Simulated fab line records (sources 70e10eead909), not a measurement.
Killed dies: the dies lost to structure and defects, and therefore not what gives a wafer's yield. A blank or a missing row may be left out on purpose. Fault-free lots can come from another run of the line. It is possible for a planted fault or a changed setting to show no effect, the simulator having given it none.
fab line records	flow nand_harc
record lots=12	wafers=36	last_day=25
route steps=1159 shown P_ZERO_WELL@61 P_STI@88 END@1159
lots untouched by any fault: they come from a run of this same line in which no faults occurred
start_h: the number of hours between the record's first day and the start of the first shown wafer of the lot	wait_h: how many hours have passed since the lot's step before this one	" as in the row above	L1.1+2: several wafers, shown together as one row	- either no value or no given start	* or withheld: withheld	< > ~ a bound
route shown NAME@n: a module of which the file shows steps, and the number in the route of the first	usual: mean/standard deviation taken from wafers without a fault	same: alike in all rows	chamber/n: place in a boat	sites: readings site by site	_std_site: standard deviation across them	_edge_site: the outer-site mean with the inner-site mean subtracted	radius_mm: for every site, how far away it sits from the centre of the wafer	mask NAME#n: copy n	behind: the tool/chamber that last shaped the wafer	hold: why the lot went on hold/how many hours it stayed there/how the hold came to an end	device: the n, p or np transistor that did not switch	end of line: the same wafers' tests at the end of the route	for a step that has no rows: nothing shown but its recipe	killed: at the first sort, the dies lost to defects and structure; wafer yield is something else	map: per-die view of a wafer (x killed, . not killed, _ where there is no die)
set.NAME: the setting the step ran with; set.NAME@STEP: the setting that earlier step ran with	model.NAME: the simulator's own value behind a step, which no gauge read
route steps across a sampled set of lots; one table per step, one row per wafer
services: the hour from which a tool's chamber was out of use, counted from the record's first day as start_h (under 0 if before that day), plus the number of hours and why
## steps
# step NHARC_P_ZERO_WELL_DESCUM_54
# recipe time_s=3	o2_flow_sccm=200	ar_flow_sccm=0	bias_power_w=0	chemistry=O2
# usual drypump_motor_current_A=5.8/0.46	o2_flow_sccm=200.0/0.53	oes_product_au=1.001/0.0093	rf_vpp_V=57.7/0.9	showerhead_plenum_p_Torr=1.94/0.075	throttle_valve_pct=11.310/0.0089
lot.wafer	tool	chamber	start_h	wait_h	drypump_motor_current_A	o2_flow_sccm	oes_product_au	rf_hours_counter_h	rf_vpp_V	showerhead_plenum_p_Torr	throttle_valve_pct
L811.1	rie_diel-05	3	23.92	-	6.1	199.3	1.011	1	57.7	1.92	11.327
L811.3	"	0	"	"	5.5	199.6	1.009	1	58.0	1.95	11.314
L811.5	"	3	"	"	6.1	199.7	1.016	-	56.3	1.92	11.316
L812.2	rie_diel-07	0	33.44	-	6.2	199.2	1.013	10	57.4	2.00	11.318
L812.4	"	1	"	"	5.5	199.5	1.000	12	58.5	2.05	11.299
L812.6	"	3	"	"	6.5	200.5	0.992	-	57.5	1.93	11.318
L816.1	rie_diel-10	1	53.85	-	5.6	199.7	0.997	3	56.7	1.89	11.325
L816.5	"	2	"	"	5.7	199.6	0.989	-	57.1	1.86	11.296
L816.6	"	3	"	"	5.1	200.4	1.022	-	57.1	1.98	11.306
L817.3	rie_diel-05	2	59.89	-	5.2	199.8	1.002	3	58.4	2.02	11.310
L817.1	"	0	"	"	5.5	200.3	1.005	3	58.6	1.95	11.302
L817.5	"	3	"	"	6.1	200.4	1.009	-	58.0	1.92	11.303
L819.1	rie_diel-05	2	71.78	-	5.2	200.1	0.997	4	58.7	2.02	11.302
L819.4	"	0	"	"	5.5	199.9	1.003	4	59.1	1.95	11.313
L819.6	"	1	"	"	5.4	199.0	1.001	-	58.1	2.00	11.307
L821.1	rie_diel-05	3	83.55	-	6.1	200.1	1.009	5	57.3	1.92	11.324
L821.3	"	1	"	"	5.5	200.2	1.002	5	58.0	2.00	11.327
L821.6	"	0	"	"	5.5	199.8	1.005	-	58.4	1.95	11.309
L823.4	rie_diel-05	1	95.91	-	5.5	200.1	1.002	7	58.1	2.00	11.313
L823.3	"	2	"	"	5.2	199.6	1.004	8	57.3	2.02	11.325
L823.2	"	3	"	"	6.1	199.3	1.011	8	57.8	1.92	11.314
L827.4	rie_diel-07	0	120.17	-	6.2	200.0	1.003	4	59.0	2.00	11.317
L827.1	"	2	"	"	6.5	200.6	1.010	4	56.5	1.79	11.296
L827.5	"	3	"	"	6.5	200.2	0.989	-	58.3	1.93	11.307
L828.1	rie_diel-10	3	126.03	-	5.1	199.8	0.995	10	58.2	1.97	11.301
L828.3	"	0	"	"	5.3	199.6	0.987	10	57.4	1.82	11.299
L828.5	"	3	"	"	5.1	199.5	1.008	-	58.5	1.97	11.297
L831.2	rie_diel-05	1	143.85	-	5.5	200.1	1.003	11	56.8	2.00	11.335
L831.4	"	1	"	"	5.5	199.7	0.993	-	58.5	2.00	11.316
L831.6	"	2	"	"	5.2	200.3	1.009	-	57.8	2.02	11.300
L832.3	rie_diel-10	2	149.86	-	5.7	200.7	0.980	14	58.0	1.86	11.323
L832.2	"	0	"	"	5.3	200.2	0.999	11	57.7	1.82	11.311
L832.1	"	1	"	"	5.6	199.5	0.987	11	56.5	1.89	11.314
L833.4	rie_diel-07	2	155.86	-	6.5	200.2	0.994	7	57.1	1.79	11.299
L833.2	"	0	"	"	6.2	200.4	0.994	7	59.5	2.00	11.323
L833.6	"	3	"	"	6.5	201.3	0.998	-	57.3	1.93	11.323
# step NHARC_P_STI_ETCH_42
# recipe target_depth_a=800	overetch_a=240	time_s=61	ion_energy_ev=200	n2_flow_sccm=150	h2_flow_sccm=150	ar_flow_sccm=0	rf_w=400	bias_w=150	chemistry=N2/H2
# usual chamber_pressure_mTorr=30.000/0.027	drypump_motor_current_A=5.7/0.62	oes_product_au=1.002/0.0098	rf_vpp_V=430.3/2.7	showerhead_plenum_p_Torr=2.03/0.094	throttle_valve_pct=14.173/0.0095
lot.wafer	tool	chamber	start_h	wait_h	chamber_pressure_mTorr	drypump_motor_current_A	oes_product_au	rf_hours_counter_h	rf_vpp_V	showerhead_plenum_p_Torr	throttle_valve_pct
L811.3	rie_diel-12	1	41.91	0.1	29.961	5.0	1.011	0.7	432.1	2.07	14.180
L811.1	"	2	"	"	29.973	5.2	0.993	0.8	429.4	2.00	14.169
L811.5	"	3	"	"	29.981	5.4	1.011	-	426.3	1.92	14.176
L812.4	rie_diel-12	3	53.92	0.1	29.998	5.4	0.995	0.9	426.1	1.93	14.166
L812.2	"	1	"	"	29.996	4.9	1.007	1.1	430.1	2.07	14.168
L812.6	"	3	"	"	30.011	5.4	0.997	-	428.1	1.93	14.173
L817.3	rie_diel-01	2	76.40	0.1	30.014	5.3	1.007	2.4	431.0	2.05	14.167
L817.1	"	0	"	"	29.941	4.9	1.009	2.2	434.8	2.19	14.166
L817.5	"	3	"	"	29.955	5.3	0.998	-	430.1	2.06	14.165
L816.1	rie_diel-02	0	76.46	0.1	29.955	6.8	0.992	3.3	428.6	1.97	14.173
L816.6	"	0	"	"	30.017	6.8	0.988	-	428.3	1.97	14.175
L816.5	"	1	"	"	29.960	5.6	0.998	-	434.0	2.19	14.176
L819.1	rie_diel-02	3	92.62	0.1	29.958	6.4	1.008	3.9	426.4	1.91	14.181
L819.4	"	0	"	"	30.024	6.8	0.994	4.0	428.3	1.97	14.160
L819.6	"	3	"	"	30.000	6.3	1.015	-	426.6	1.91	14.180
L821.3	rie_diel-12	2	104.10	0.1	29.996	5.2	1.004	3.3	427.3	2.00	14.173
L821.1	"	0	"	"	30.007	6.3	0.997	3.1	427.7	1.97	14.172
L821.6	"	1	"	"	30.000	4.9	0.992	-	430.3	2.07	14.177
L823.4	rie_diel-12	0	114.59	0.1	30.028	6.3	0.981	3.2	430.3	1.97	14.185
L823.2	"	1	"	"	29.994	5.0	1.001	3.2	431.4	2.07	14.158
L823.3	"	3	"	"	30.012	5.4	0.997	3.6	428.2	1.92	14.168
L827.1	rie_diel-02	3	137.51	0.1	30.027	6.3	1.016	5.7	426.4	1.91	14.170
L827.4	"	2	"	"	29.990	6.1	1.000	5.6	429.5	2.01	14.185
L827.5	"	0	"	"	30.020	6.8	1.004	-	430.7	1.97	14.147
L828.1	rie_diel-12	1	145.72	0.1	36.960	4.9	0.990	5.2	432.7	2.07	14.182
L828.3	"	2	"	"	37.019	5.2	1.001	5.4	430.8	2.00	14.179
L828.5	"	1	"	"	36.949	4.9	1.005	-	430.7	2.07	14.177
L831.4	rie_diel-02	1	161.05	0.1	30.045	5.7	0.992	0.0	433.7	2.19	14.159
L831.2	"	2	"	"	30.016	6.1	0.991	0.0	430.2	2.01	14.181
L831.6	"	0	"	"	29.960	6.8	0.993	-	430.3	1.97	14.179
L832.2	rie_diel-12	2	169.21	0.1	36.988	5.2	1.003	7.0	428.9	2.00	14.179
L832.1	"	0	"	"	36.981	6.3	0.996	7.0	427.9	1.97	14.180
L832.3	"	1	"	"	37.005	5.0	0.994	7.0	430.4	2.07	14.185
L833.2	rie_diel-01	1	176.35	0.1	30.009	5.7	0.996	0.7	434.1	2.16	14.172
L833.4	"	2	"	"	30.013	5.4	0.992	0.7	431.0	2.05	14.180
L833.6	"	0	"	"	30.038	4.9	0.999	-	435.1	2.19	14.173
# step NHARC_P_STI_CD_MEAS_16
# usual cd_nm=200.3/2.6
lot.wafer	tool	chamber	start_h	wait_h	cd_nm
L811.1	cd_sem-02	-	42.27	-	199.1
L811.3	"	-	"	"	201.9
L811.5	"	-	"	"	206.0
L812.2	cd_sem-01	-	54.27	-	198.4
L812.4	"	-	"	"	197.4
L812.6	"	-	"	"	202.4
L817.1	cd_sem-02	-	76.75	-	201.5
L817.3	"	-	"	"	198.4
L817.5	"	-	"	"	201.5
L816.1	cd_sem-02	-	76.88	-	196.3
L816.5	"	-	"	"	197.1
L816.6	"	-	"	"	196.8
L819.1	cd_sem-03	-	92.98	-	202.3
L819.4	"	-	"	"	202.0
L819.6	"	-	"	"	202.5
L821.1	cd_sem-02	-	104.45	-	198.3
L821.3	"	-	"	"	199.9
L821.6	"	-	"	"	195.4
L823.2	cd_sem-02	-	114.95	-	196.5
L823.3	"	-	"	"	203.0
L823.4	"	-	"	"	199.4
L827.1	cd_sem-03	-	137.87	-	198.9
L827.4	"	-	"	"	203.9
L827.5	"	-	"	"	199.6
L828.1	cd_sem-01	-	146.07	-	202.4
L828.3	"	-	"	"	207.9
L828.5	"	-	"	"	207.2
L831.2	cd_sem-03	-	161.40	-	203.6
L831.4	"	-	"	"	198.5
L831.6	"	-	"	"	202.2
L832.1	cd_sem-01	-	169.56	-	201.7
L832.2	"	-	"	"	202.1
L832.3	"	-	"	"	202.2
L833.2	cd_sem-02	-	176.70	-	200.7
L833.4	"	-	"	"	201.9
L833.6	"	-	"	"	199.7
# step NHARC_P_STI_OCD_MEAS_17
# usual trench_depth_nm=301/4.4	trench_foot_cd_nm=158.6/2.4
lot.wafer	tool	chamber	start_h	wait_h	trench_depth_nm	trench_foot_cd_nm
L811.1	ocd-02	-	42.36	0.1	298	157.9
L811.3	"	-	"	"	301	158.6
L811.5	"	-	"	"	302	162.4
L812.2	ocd-01	-	54.36	0.1	303	157.3
L812.4	"	-	"	"	299	154.1
L812.6	"	-	"	"	300	158.3
L817.1	ocd-01	-	76.84	0.1	299	158.8
L817.3	"	-	"	"	298	157.7
L817.5	"	-	"	"	295	160.1
L816.1	ocd-02	-	76.97	0.1	301	155.4
L816.5	"	-	"	"	302	156.2
L816.6	"	-	"	"	300	155.3
L819.1	ocd-02	-	93.07	0.1	298	161.6
L819.4	"	-	"	"	295	161.8
L819.6	"	-	"	"	300	160.2
L821.1	ocd-01	-	104.54	0.1	301	156.4
L821.3	"	-	"	"	298	156.7
L821.6	"	-	"	"	304	154.0
L823.2	ocd-01	-	115.04	0.1	304	154.1
L823.3	"	-	"	"	301	160.8
L823.4	"	-	"	"	304	156.3
L827.1	ocd-01	-	137.96	0.1	305	157.0
L827.4	"	-	"	"	308	162.1
L827.5	"	-	"	"	305	158.4
L828.1	ocd-02	-	146.17	0.1	299	160.1
L828.3	"	-	"	"	300	166.0
L828.5	"	-	"	"	297	167.0
L831.2	ocd-02	-	161.49	0.1	305	161.7
L831.4	"	-	"	"	305	156.2
L831.6	"	-	"	"	305	160.4
L832.1	ocd-01	-	169.65	0.1	304	159.5
L832.2	"	-	"	"	300	160.2
L832.3	"	-	"	"	297	161.0
L833.2	ocd-02	-	176.78	0.1	308	156.3
L833.4	"	-	"	"	308	159.9
L833.6	"	-	"	"	311	157.8
# step NHARC_END_SORT_01
# recipe temp_c=25
# usual killed_at_array=26/10	killed_at_other=0.8/1.1	killed_at_periphery=3.3/2.6	killed_dies=30/11	killed_open=3.4/1.8	killed_short=2.0/1.3
# same gross_dies=677
lot.wafer	tool	chamber	start_h	wait_h	killed_at_array	killed_at_other	killed_at_periphery	killed_dies	killed_open	killed_short
L811.1	prober-02	0	448.94	2.5	18	1	3	22	5	0
L811.3	prober-02	0	450.56	3.1	12	1	3	16	2	2
L811.5	prober-02	0	452.17	3.7	16	2	2	20	0	3
L812.2	prober-01	0	457.31	2.8	11	0	4	15	5	1
L812.4	prober-01	0	458.87	3.3	11	0	2	13	3	2
L812.6	prober-01	0	460.42	3.9	18	0	2	20	3	2
L816.1	prober-02	0	481.06	2.4	36	0	2	38	3	2
L816.5	prober-02	0	484.23	3.7	35	1	2	38	0	2
L816.6	prober-02	0	485.02	4.0	31	0	5	36	6	2
L817.1	prober-01	0	481.08	2.5	17	2	7	26	4	2
L817.3	prober-01	0	482.67	3.1	12	1	2	15	0	1
L817.5	prober-01	0	484.26	3.7	17	1	7	25	2	1
L819.1	prober-01	0	489.46	2.5	23	1	1	25	4	4
L819.4	prober-01	0	491.84	3.4	22	5	1	28	6	3
L819.6	prober-01	0	493.43	4.0	23	1	5	29	5	2
L821.1	prober-01	0	514.63	2.5	32	1	1	34	6	3
L821.3	prober-01	0	516.23	3.1	47	0	2	49	3	2
L821.6	prober-01	0	518.63	4.0	35	0	2	37	3	3
L823.2	prober-02	0	515.48	2.8	19	0	1	20	4	1
L823.3	prober-02	0	516.27	3.1	15	0	2	17	4	2
L823.4	prober-02	0	517.06	3.4	13	1	4	18	4	2
L827.1	prober-01	0	540.54	2.5	21	4	1	26	4	0
L827.4	prober-01	0	542.92	3.4	23	6	2	31	2	1
L827.5	prober-01	0	543.72	3.7	22	2	6	30	1	1
L828.1	prober-01	0	556.09	2.5	10	0	2	12	1	0
L828.3	prober-01	0	557.68	3.1	17	0	1	18	5	0
L828.5	prober-01	0	559.27	3.7	21	1	3	25	3	3
L831.2	prober-02	0	556.94	2.8	32	0	6	38	2	2
L831.4	prober-02	0	558.52	3.4	29	1	4	34	7	1
L831.6	prober-02	0	560.11	4.0	39	0	4	43	1	2
L832.1	prober-01	0	563.90	2.5	19	0	10	29	4	0
L832.2	prober-01	0	564.71	2.8	23	0	12	35	2	2
L832.3	prober-01	0	565.51	3.1	20	0	13	33	4	3
L833.2	prober-02	0	593.53	2.8	36	1	3	40	1	2
L833.4	prober-02	0	595.11	3.4	43	1	2	46	2	0
L833.6	prober-02	0	596.69	4.0	40	0	7	47	2	2
# killed by level:class
L811.1 A_STAIRCASE:chamber_film_flake=6 A_CHANNEL_HOLE_D1:chamber_film_flake=3 A_CONTACT:chamber_film_flake=3 A_M1:geometric_particle:open=2 A_SLIT:chamber_film_flake=2 P_M2:geometric_particle:open=1 A_CHANNEL_FILL_D1:geometric_particle:open=1 STARTING-WAFER:geometric_particle:open=1
L811.3 A_CHANNEL_HOLE_D1:chamber_film_flake=4 A_STAIRCASE:chamber_film_flake=3 A_SLIT:chamber_film_flake=2 P_ZERO_WELL:geometric_particle:open=1 P_CONTACT:geometric_particle:open=1 A_ONON_D1:geometric_particle:short=1 A_WL_FILL:geometric_particle:short=1 P_STI:chamber_film_flake=1
L811.5 A_STAIRCASE:chamber_film_flake=5 A_ZERO_WELL:chamber_film_flake=3 A_CHANNEL_HOLE_D1:chamber_film_flake=2 A_SLIT:chamber_film_flake=2 A_CONTACT:chamber_film_flake=2 A_CHANNEL_FILL_D1:geometric_particle:short=1 A_SGD_CUT:geometric_particle:short=1 P_STI:chamber_film_flake=1
L812.2 A_CHANNEL_HOLE_D1:chamber_film_flake=3 P_GATE:chamber_film_flake=2 P_STI:geometric_particle:open=1 P_CONTACT:geometric_particle:open=1 A_CHANNEL_HOLE_D1:geometric_particle:open=1 A_CONTACT:geometric_particle:open=1 A_M0:geometric_particle:open=1 A_M0:geometric_particle:short=1
L812.4 A_CHANNEL_HOLE_D1:chamber_film_flake=3 A_WL_FILL:geometric_particle:short=2 A_CONTACT:geometric_particle:open=2 P_CONTACT:geometric_particle:open=1 P_GATE:chamber_film_flake=1 A_ZERO_WELL:chamber_film_flake=1 A_CHANNEL_FILL_D1:chamber_film_flake=1 A_STAIRCASE:chamber_film_flake=1
L812.6 A_CHANNEL_HOLE_D1:chamber_film_flake=3 A_STAIRCASE:chamber_film_flake=3 A_M0:chamber_film_flake=3 A_BLC:chamber_film_flake=2 A_BLC:geometric_particle:short=2 A_CONTACT:chamber_film_flake=2 P_M2:geometric_particle:open=1 A_CHANNEL_HOLE_D1:geometric_particle:open=1
L816.1 A_SLIT:chamber_film_flake=13 A_CHANNEL_HOLE_D1:chamber_film_flake=9 A_STAIRCASE:chamber_film_flake=6 A_CONTACT:chamber_film_flake=3 A_ZERO_WELL:chamber_film_flake=2 P_GATE:geometric_particle:short=1 P_CONTACT:geometric_particle:open=1 A_ONON_D1:geometric_particle:open=1
L817.1 A_STAIRCASE:chamber_film_flake=6 P_M2:chamber_film_flake=5 A_CHANNEL_HOLE_D1:chamber_film_flake=3 A_WL_FILL:chamber_film_flake=2 THIN_TSV:chamber_film_flake=2 P_STI:geometric_particle:open=1 P_GATE:geometric_particle:open=1 A_ONON_D1:geometric_particle:short=1
L817.3 A_CONTACT:chamber_film_flake=6 A_STAIRCASE:chamber_film_flake=3 A_CHANNEL_HOLE_D1:chamber_film_flake=2 A_M0:geometric_particle:short=1 P_ZERO_WELL:chamber_film_flake=1 P_M2:chamber_film_flake=1 THIN_TSV:chamber_film_flake=1
L816.5 A_SLIT:chamber_film_flake=14 A_CHANNEL_HOLE_D1:chamber_film_flake=10 A_STAIRCASE:chamber_film_flake=4 A_CONTACT:chamber_film_flake=4 A_ONON_D1:geometric_particle:short=2 P_M2:chamber_film_flake=2 A_ZERO_WELL:chamber_film_flake=1 HYBRID_BOND:chamber_film_flake=1
L817.5 A_STAIRCASE:chamber_film_flake=7 P_M2:chamber_film_flake=6 A_CHANNEL_HOLE_D1:chamber_film_flake=3 A_WL_FILL:chamber_film_flake=2 A_CONTACT:chamber_film_flake=2 P_M0:geometric_particle:open=1 A_CHANNEL_FILL_D1:geometric_particle:open=1 A_CHANNEL_FILL_D1:geometric_particle:short=1
L816.6 A_SLIT:chamber_film_flake=11 A_CHANNEL_HOLE_D1:chamber_film_flake=7 A_STAIRCASE:chamber_film_flake=3 P_M0:geometric_particle:open=2 A_CHANNEL_HOLE_D1:geometric_particle:open=2 A_ZERO_WELL:chamber_film_flake=2 A_CONTACT:chamber_film_flake=2 P_CONTACT:geometric_particle:open=1
L819.1 A_CHANNEL_HOLE_D1:chamber_film_flake=6 A_SLIT:chamber_film_flake=4 A_STAIRCASE:chamber_film_flake=3 A_ONON_D1:geometric_particle:open=2 A_CONTACT:chamber_film_flake=2 P_CONTACT:geometric_particle:short=1 A_ONON_D1:geometric_particle:short=1 A_CHANNEL_HOLE_D1:geometric_particle:short=1
L819.4 THIN_TSV:chamber_film_flake=5 A_STAIRCASE:chamber_film_flake=4 A_CHANNEL_HOLE_D1:chamber_film_flake=4 A_CONTACT:chamber_film_flake=4 A_CONTACT:geometric_particle:open=2 A_BLC:geometric_particle:open=2 A_ONON_D1:geometric_particle:short=1 A_CHANNEL_HOLE_D1:geometric_particle:short=1
L819.6 A_STAIRCASE:chamber_film_flake=9 A_CHANNEL_HOLE_D1:chamber_film_flake=4 A_CONTACT:chamber_film_flake=4 P_ZERO_WELL:chamber_film_flake=3 A_ONON_D1:geometric_particle:open=2 A_CONTACT:geometric_particle:open=2 P_GATE:geometric_particle:open=1 A_CHANNEL_FILL_D1:geometric_particle:short=1
L821.1 A_SLIT:chamber_film_flake=14 A_CHANNEL_HOLE_D1:chamber_film_flake=4 A_CONTACT:geometric_particle:open=3 A_STAIRCASE:chamber_film_flake=3 A_BLC:geometric_particle:open=2 A_CONTACT:chamber_film_flake=2 P_M2:geometric_particle:short=1 A_ONON_D1:geometric_particle:short=1
L823.2 A_CHANNEL_HOLE_D1:chamber_film_flake=8 A_STAIRCASE:chamber_film_flake=3 A_CONTACT:chamber_film_flake=2 P_CONTACT:geometric_particle:open=1 A_SOURCE_PLATE:geometric_particle:open=1 A_SGD_CUT:geometric_particle:open=1 A_SGD_CUT:geometric_particle:short=1 A_CONTACT:geometric_particle:open=1
L821.3 A_SLIT:chamber_film_flake=16 A_CHANNEL_HOLE_D1:chamber_film_flake=15 A_CONTACT:chamber_film_flake=9 A_ZERO_WELL:chamber_film_flake=2 A_STAIRCASE:chamber_film_flake=2 P_CONTACT:geometric_particle:short=1 P_M0:geometric_particle:open=1 A_ONON_D1:geometric_particle:open=1
L823.3 A_CHANNEL_HOLE_D1:chamber_film_flake=7 P_GATE:geometric_particle:open=2 A_STAIRCASE:chamber_film_flake=2 A_CONTACT:chamber_film_flake=2 A_ONON_D1:geometric_particle:open=1 A_WL_FILL:geometric_particle:short=1 A_CONTACT:geometric_particle:open=1 A_M1:geometric_particle:short=1
L823.4 A_CHANNEL_HOLE_D1:chamber_film_flake=6 P_STI:chamber_film_flake=3 A_M0:geometric_particle:short=2 A_CONTACT:chamber_film_flake=2 P_STI:geometric_particle:open=1 A_ONON_D1:geometric_particle:open=1 A_CONTACT:geometric_particle:open=1 STARTING-WAFER:geometric_particle:open=1
L821.6 A_CHANNEL_HOLE_D1:chamber_film_flake=15 A_SLIT:chamber_film_flake=10 A_CONTACT:chamber_film_flake=4 A_STAIRCASE:chamber_film_flake=2 P_M0:geometric_particle:open=1 P_M1:geometric_particle:short=1 A_ONON_D1:geometric_particle:open=1 A_ONON_D1:geometric_particle:short=1
L827.1 A_CHANNEL_HOLE_D1:chamber_film_flake=12 THIN_TSV:chamber_film_flake=4 A_CONTACT:chamber_film_flake=3 A_BLC:geometric_particle:open=2 A_M1:chamber_film_flake=2 A_CONTACT:geometric_particle:open=1 A_M0:geometric_particle:open=1 P_GATE:chamber_film_flake=1
L827.4 A_CHANNEL_HOLE_D1:chamber_film_flake=14 THIN_TSV:chamber_film_flake=6 A_M1:chamber_film_flake=3 A_STAIRCASE:chamber_film_flake=2 A_CHANNEL_HOLE_D1:geometric_particle:short=1 A_M0:geometric_particle:open=1 A_M1:geometric_particle:open=1 P_STI:chamber_film_flake=1
L827.5 A_CHANNEL_HOLE_D1:chamber_film_flake=16 P_GATE:chamber_film_flake=4 A_M1:chamber_film_flake=3 THIN_TSV:chamber_film_flake=2 P_CONTACT:geometric_particle:open=1 A_M1:geometric_particle:short=1 P_STI:chamber_film_flake=1 A_STAIRCASE:chamber_film_flake=1
L828.1 A_CHANNEL_HOLE_D1:chamber_film_flake=5 A_CONTACT:chamber_film_flake=3 A_CONTACT:geometric_particle:open=1 P_ZERO_WELL:chamber_film_flake=1 P_GATE:chamber_film_flake=1 A_SLIT:chamber_film_flake=1
L831.2 A_SLIT:chamber_film_flake=14 A_CHANNEL_HOLE_D1:chamber_film_flake=10 P_STI:chamber_film_flake=5 A_CONTACT:chamber_film_flake=4 P_M0:geometric_particle:short=1 A_SOURCE_PLATE:geometric_particle:open=1 A_CONTACT:geometric_particle:short=1 A_M1:geometric_particle:open=1
L828.3 A_CHANNEL_HOLE_D1:chamber_film_flake=10 A_CONTACT:geometric_particle:open=3 A_ONON_D1:geometric_particle:open=1 A_CHANNEL_FILL_D1:geometric_particle:open=1 P_BONDPAD:chamber_film_flake=1 A_CHANNEL_FILL_D1:chamber_film_flake=1 A_CONTACT:chamber_film_flake=1
L831.4 A_SLIT:chamber_film_flake=15 A_CHANNEL_HOLE_D1:chamber_film_flake=6 A_CONTACT:geometric_particle:open=2 A_M0:geometric_particle:open=2 P_STI:chamber_film_flake=2 P_STI:geometric_particle:open=1 A_SOURCE_PLATE:geometric_particle:short=1 A_WL_FILL:geometric_particle:open=1
L828.5 A_CHANNEL_HOLE_D1:chamber_film_flake=7 A_CONTACT:chamber_film_flake=7 A_CHANNEL_FILL_D1:geometric_particle:open=2 P_GATE:chamber_film_flake=2 A_ONON_D1:geometric_particle:short=1 A_CHANNEL_FILL_D1:geometric_particle:short=1 A_WL_FILL:geometric_particle:short=1 A_BLC:geometric_particle:open=1
L831.6 A_SLIT:chamber_film_flake=18 A_CHANNEL_HOLE_D1:chamber_film_flake=17 P_STI:chamber_film_flake=3 A_STAIRCASE:chamber_film_flake=2 P_CONTACT:geometric_particle:short=1 A_STAIRCASE:geometric_particle:open=1 A_CONTACT:geometric_particle:short=1
L832.1 A_CHANNEL_HOLE_D1:chamber_film_flake=6 P_M0:chamber_film_flake=4 A_WL_FILL:chamber_film_flake=4 P_BONDPAD:chamber_film_flake=3 A_SGD_CUT:geometric_particle:open=2 P_ZERO_WELL:chamber_film_flake=2 A_STAIRCASE:chamber_film_flake=2 A_CONTACT:chamber_film_flake=2
L832.2 A_CHANNEL_HOLE_D1:chamber_film_flake=11 P_M0:chamber_film_flake=7 A_CONTACT:chamber_film_flake=4 A_SGD_CUT:chamber_film_flake=3 P_CONTACT:geometric_particle:open=2 P_BONDPAD:chamber_film_flake=2 A_WL_FILL:chamber_film_flake=2 A_SGD_CUT:geometric_particle:short=1
L832.3 A_CHANNEL_HOLE_D1:chamber_film_flake=14 P_M0:chamber_film_flake=5 P_BONDPAD:chamber_film_flake=3 P_STI:chamber_film_flake=2 P_STI:geometric_particle:short=1 P_M0:geometric_particle:open=1 A_ONON_D1:geometric_particle:open=1 A_SGD_CUT:geometric_particle:short=1
L833.2 A_SLIT:chamber_film_flake=23 A_CHANNEL_HOLE_D1:chamber_film_flake=7 A_CONTACT:chamber_film_flake=3 P_GATE:geometric_particle:open=1 A_CHANNEL_FILL_D1:geometric_particle:short=1 A_SGD_CUT:geometric_particle:short=1 P_STI:chamber_film_flake=1 P_BONDPAD:chamber_film_flake=1
L833.4 A_SLIT:chamber_film_flake=23 A_CHANNEL_HOLE_D1:chamber_film_flake=12 A_CONTACT:chamber_film_flake=6 P_CONTACT:geometric_particle:open=1 P_M1:geometric_particle:open=1 A_STAIRCASE:chamber_film_flake=1 A_WL_FILL:chamber_film_flake=1 THIN_TSV:chamber_film_flake=1
L833.6 A_SLIT:chamber_film_flake=21 A_CHANNEL_HOLE_D1:chamber_film_flake=7 A_CONTACT:chamber_film_flake=6 A_STAIRCASE:chamber_film_flake=3 P_STI:geometric_particle:open=1 P_GATE:geometric_particle:short=1 A_ONON_D1:geometric_particle:open=1 A_STAIRCASE:geometric_particle:short=1
## services
tool	chamber	start_h	hours	kind
rie_diel-12	0	4.43	-	clean
rie_diel-12	1	4.43	-	clean
rie_diel-12	2	4.43	-	clean
rie_diel-07	2	10.67	6.8	repair
rie_diel-10	0	10.73	13.3	repair
rie_diel-10	1	21.48	11.2	repair
rie_diel-02	2	22.44	5.6	repair
rie_diel-12	-	25.40	9.0	pm
rie_diel-10	3	40.99	5.1	repair
rie_diel-07	-	51.21	9.0	pm
rie_diel-01	0	66.29	6.0	repair
rie_diel-07	-	69.01	0.1	repair
rie_diel-07	0	75.42	2.0	repair
rie_diel-10	0	114.17	6.7	repair
rie_diel-05	0	123.67	6.2	repair
rie_diel-07	-	129.04	0.4	repair
rie_diel-12	3	131.47	5.4	repair
rie_diel-01	-	137.80	9.0	pm
rie_diel-05	3	139.54	5.4	repair
rie_diel-02	2	141.02	13.8	repair
rie_diel-02	-	149.82	0.2	repair
rie_diel-02	-	150.83	9.0	pm
rie_diel-12	1	153.33	3.8	repair
rie_diel-05	-	163.65	9.0	pm
## key
first_sign step=NHARC_P_STI_ETCH_42	reading=chamber_pressure_mTorr	direction=up	sigmas=99+	usual=30.000	struck=36.984
effect none on later readings
met_at NHARC_P_STI_ETCH_42
struck_lots L828,L832
tester_left_out L828,L832
not_acting_at NHARC_P_ZERO_WELL_DESCUM_54,NHARC_P_STI_CD_MEAS_16,NHARC_P_STI_OCD_MEAS_17
onset_between 114.59 145.72
fault kind=process_parameter_drift	tool=rie_diel-12	chamber=-	onset_h=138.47	steps=NHARC_P_STI_ETCH_42	channel=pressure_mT	offset=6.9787	shape=step	end_h=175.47	acts_in=these_recipes_only	stated=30
# tester_left_out: of these lots the tester's yield and bins aren't shown, on N5 and GAA mostly nor the transistor test; their killed dies are dies lost to structure and defects alone, not to doping, threshold or leakage, so they don't give the yield
